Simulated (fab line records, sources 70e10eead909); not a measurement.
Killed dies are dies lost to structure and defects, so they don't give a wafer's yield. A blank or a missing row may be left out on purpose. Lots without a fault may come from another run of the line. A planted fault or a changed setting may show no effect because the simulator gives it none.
One fault seen from 2 desks | flow nand_harc | each desk has only its own numbers; what lay behind them comes last

THE METROLOGY DESK
What the gauges read, lot by lot, whatever tool the lot ran on: means of the sampled wafers that have a number. A lot is out of limits, marked OUT, if its mean lies more than 4 standard deviations from the usual mean; the brackets give that distance.
Columns: A = thk_nm at NHARC_A_SOURCE_PLATE_THK_MEAS_06, usual 200.2 nm; B = thk_nm at NHARC_A_ONON_D1_THK_MEAS_30, usual 999 nm
lot  | first seen here | A     | B
L465 | day 7 20:51     | 202.6 | 1010
L466 | day 8 07:22     | 197.9 | 998
L468 | day 9 00:10     | 201.1 | 1001
L469 | day 9 09:11     | 201.3 | 1006
L472 | day 10 10:54    | 201.8 | 995
L474 | day 11 08:22    | 200.1 | 709 (-29) OUT
L475 | day 11 13:40    | 202.4 | 702 (-30) OUT
L478 | day 13 03:07    | 200.4 | 995
L479 | day 13 21:32    | 201.4 | 994
L480 | day 14 06:51    | 201.9 | 1004
L482 | day 14 17:31    | 201.2 | 988
L484 | day 15 09:51    | 202.1 | 1011
L487 | day 16 21:06    | 195.7 | 1011
L488 | day 17 11:14    | 198.0 | 993
This desk's finding: out of limits on L474, L475; first on L474, day 11 21:25 (thk_nm at NHARC_A_ONON_D1_THK_MEAS_30). In limits: L465, L466, L468, L469, L472, L478, L479, L480, L482, L484, L487, L488.

THE TOOL OWNER'S DESK: pecvd_onon-04
The tool's own readings at NHARC_A_ONON_D1_DEP_28 (target thk 1000 nm): means of the sampled wafers that have a number, for each lot that ran on this tool. A lot is out of limits, marked OUT, if its mean lies more than 4 standard deviations from the usual mean; the brackets give that distance.
Columns: A = n2_flow_sccm at NHARC_A_ONON_D1_DEP_28, usual 2750 sccm
lot  | first seen here | A
L465 | day 8 09:40     | 2755
L468 | day 9 12:30     | 2741
L472 | day 10 21:49    | 2754
L474 | day 11 20:58    | 2755
L475 | day 12 05:48    | 2751
L479 | day 14 12:37    | 2757
L480 | day 14 20:14    | 2744
L482 | day 15 06:02    | 2754
L484 | day 15 22:37    | 2753
L488 | day 17 23:41    | 2743
This desk's finding: nothing out of limits on any of the 10 lots.

PUT TOGETHER
The metrology desk could have raised an alarm at day 11 21:25, on L474, L475.
The tool owner's desk saw nothing out of limits.
The tool owner's desk has L474, L475 on record, within its limits.
Of the lots named, all ran NHARC_A_ONON_D1_DEP_28 on pecvd_onon-04.

WHAT THE SIMULATOR HAD PUT IN
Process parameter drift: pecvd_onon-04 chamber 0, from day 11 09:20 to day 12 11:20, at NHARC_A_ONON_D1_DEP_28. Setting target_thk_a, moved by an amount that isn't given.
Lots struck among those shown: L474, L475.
Hours from the fault's start to each desk's first reading out of limits: the metrology desk, 12.
